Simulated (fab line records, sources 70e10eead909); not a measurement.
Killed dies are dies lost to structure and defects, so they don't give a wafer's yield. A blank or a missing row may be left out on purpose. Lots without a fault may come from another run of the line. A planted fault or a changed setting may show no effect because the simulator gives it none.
Chamber matching | flow nand_harc | NHARC_A_ONON_D2_DEP_33 on pecvd-04: 3 sister chambers
The step deposits SiO2, target thk 200 nm. 3 wafers are shown with their chamber, then 8 later ones without.

WAFERS WITH THEIR CHAMBER
wafer  | chamber | throttle_valve_pct (%)
L086.3 | 2       | 16.4
L086.6 | 1       | 16.3
L089.2 | 0       | 15.0

WAFERS WITHOUT THEIR CHAMBER
wafer  | throttle_valve_pct (%)
L089.4 | 14.9
L089.5 | 16.8
L094.2 | 15.6
L094.3 | 14.6
L094.4 | 15.6
L096.1 | 14.7
L096.4 | 14.7
L096.6 | 15.7

WHICH CHAMBER EACH WENT THROUGH
wafer  | from the rows above          | in truth
L089.4 | 0                            | 0
L089.5 | can't be placed: 2 or 1      | 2
L094.2 | can't be placed: 0 or 1 or 2 | 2
L094.3 | 0                            | 0
L094.4 | can't be placed: 0 or 1 or 2 | 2
L096.1 | 0                            | 0
L096.4 | 0                            | 0
L096.6 | can't be placed: 1 or 0 or 2 | 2
Placed correctly: 4 of 8. Can't be placed from these rows: 4 (the true chamber is among the candidates in 4). Placed wrongly: 0.
How it was worked out, from the rows above alone: a wafer's distance from a chamber is the root of the sum, over the readings, of the square of ((its reading less the chamber's mean) divided by the reading's scatter). The wafer belongs to the nearest chamber; if the next one is less than 2 further off, it can't be placed. A chamber's mean is the mean of its shown wafers. The scatter: with one shown wafer a chamber, the root of the mean of the squares of how far each hidden wafer lies from its nearest shown one.
